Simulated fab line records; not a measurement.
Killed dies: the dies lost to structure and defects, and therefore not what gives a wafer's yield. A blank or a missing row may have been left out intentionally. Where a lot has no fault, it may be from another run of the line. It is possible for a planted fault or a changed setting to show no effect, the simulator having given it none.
Lot-split experiment	flow n5-finfet	7 lots, 33 wafers read, on a route of 1938 steps

THE SPLIT
At N5_BEOL_M14_ILD_DEP_00 (deposits SiO2 from TEOS/O2, target thk 1119.3 nm, time 237.4 s), the setting target-thk-a was moved away from the recipe's 11193 angstrom on 8 of the 33 wafers read, by -57.1% to +35.6%. For the rest of the wafers, this setting stayed at what the recipe calls for.

FROM THE SPLIT TO THE READING: what the file shows between them, 10 steps
- N5_BEOL_M14_THK_MEAS_01
- N5_BEOL_M14_COAT_58: time 60 s, resist thk 89 nm
- N5_BEOL_M14_COAT_04: resist thk 800 nm
- N5_BEOL_M14_DESCUM_15: chemistry O2, time 7.9 s
- N5_BEOL_M14_ETCH_59: etches BARC in N2/H2, target depth 89 nm, overetch 26.7 nm, time 67.9 s
- N5_BEOL_M14_VIA_ETCH_16: etches SiO2 in C4F8/O2/Ar, target depth 1231.3 nm
- N5_BEOL_M14_STRIP_63: strips in O2
- N5_BEOL_M14_STRIP_64: strips in O2
- N5_BEOL_M14_STRIP_71: strips in post etch residue remover, time 60 s
- N5_BEOL_M14_SRD_72: time 30 s, dry time 30 s

THE READING
cd-nm (nm) at N5_BEOL_M14_CD_MEAS_17, where the cd target is 250 nm. A value of 249.7 nm with a standard deviation of 1.4 nm is what fault-free wafers of this fab line usually give.

wafer	tool, chamber at the split	target-thk-a as run, angstrom	against the recipe	cd-nm, nm	against lot-mates on the recipe
L075.1	pecvd-04, 1	11193	recipe	253.4	-
L075.2	pecvd-04, 0	11193	recipe	251.4	-
L075.4	pecvd-04, 0	11193	recipe	252.0	-
L080.1	pecvd-01, 2	15180	+35.6%	254.1	+3.7
L080.2	pecvd-01, 0	11193	recipe	250.3	-
L080.3	pecvd-01, 1	11193	recipe	251.2	-
L080.4	pecvd-01, 2	15180	+35.6%	254.2	+3.8
L080.5	pecvd-01, 0	11193	recipe	249.6	-
L080.6	pecvd-01, 1	15180	+35.6%	254.9	+4.5
L087.1	pecvd-01, 1	4802	-57.1%	244.2	-5.9
L087.2	pecvd-01, 0	11193	recipe	250.0	-
L087.3	pecvd-01, 2	11193	recipe	250.2	-
L090.1	pecvd-01, 1	11193	recipe	248.7	-
L090.2	pecvd-01, 2	11193	recipe	249.5	-
L090.3	pecvd-01, 0	11193	recipe	249.0	-
L090.4	pecvd-01, 1,2	11193	recipe	249.0	-
L090.5	pecvd-01, 0	11193	recipe	248.9	-
L090.6	pecvd-01, 1,2	11193	recipe	250.1	-
L088.1	pecvd-02, 0	7842	-29.9%	245.9	-4.3
L088.2	pecvd-02, 1	7842	-29.9%	247.2	-3.0
L088.3	pecvd-02, 2	11193	recipe	250.1	-
L088.4	pecvd-02, 1	11193	recipe	249.4	-
L088.5	pecvd-02, 2	7842	-29.9%	246.1	-4.1
L088.6	pecvd-02, 0	11193	recipe	251.1	-
L089.1	pecvd-04, 2	15050	+34.5%	251.5	+1.1
L089.2	pecvd-04, 1	11193	recipe	250.9	-
L089.4	pecvd-04, 1	11193	recipe	249.8	-
L093.1	pecvd-01, 0	11193	recipe	252.6	-
L093.2	pecvd-01, 2	11193	recipe	251.1	-
L093.3	pecvd-01, 1	11193	recipe	250.8	-
L093.4	pecvd-01, 1	11193	recipe	251.0	-
L093.5	pecvd-01, 0	11193	recipe	251.6	-
L093.6	pecvd-01, 2	11193	recipe	250.0	-
Where a row lists several chambers, the file gives one row for several wafers and doesn't say which wafer went through which chamber.

THE FIT
A straight line over all 33 wafers: cd-nm changes by +0.108 nm for each +1% of target-thk-a; r = +0.86; the points scatter about the line by 1.2 nm.
The same after taking each lot's own level away (the mean of its wafers on the recipe; 33 wafers): +0.105 nm for each +1%; r = +0.93; scatter 0.79 nm.
Per that fit: largest target-thk-a move, reading shift of 6 nm.
The lots' own levels span 249.20 to 252.27 nm, that is 2.2 times the standard deviation above.
The two slopes agree, so the slope changes little with the lot-to-lot level.
Check: for one of the wafers moved furthest among these (-57.1%), held out of the fit, the line's prediction against its lot-mates is -6.19 nm. It came out at -5.9 nm against them.

THE WHOLE CHAIN: every reading that the file lists as answering this split, in the file's order
step	what it does	reading	change (the file's fit)	r (the file's)
N5_BEOL_M14_ILD_DEP_00	deposits SiO2 from TEOS/O2, target thk 1119.3 nm, time 237.4 s	SiO2_of_BEOL_M14_ILD_DEP_00.thk-nm (the simulator's own value, which no gauge read)	+11.2 nm for each +1% of the setting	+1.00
N5_BEOL_M14_THK_MEAS_01		M14_ILD_THK	+11.2 for each +1% of the setting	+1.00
N5_BEOL_M14_VIA_ETCH_16	etches SiO2 in C4F8/O2/Ar, target depth 1231.3 nm	etch.depth-nm (the simulator's own value, which no gauge read)	+11.2 nm for each +1% of the setting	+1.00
N5_BEOL_M14_VIA_ETCH_16	etches SiO2 in C4F8/O2/Ar, target depth 1231.3 nm	coat_of_BEOL_M14_COAT_04.thk-nm (the simulator's own value, which no gauge read)	-2.66 nm for each +1% of the setting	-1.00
N5_BEOL_M14_CD_MEAS_17	target cd 250 nm	cd-nm	+0.103 nm for each +1% of the setting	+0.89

FILE'S OWN FIT
cd-nm changes by +0.103 nm for each +1% of target-thk-a, r = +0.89.
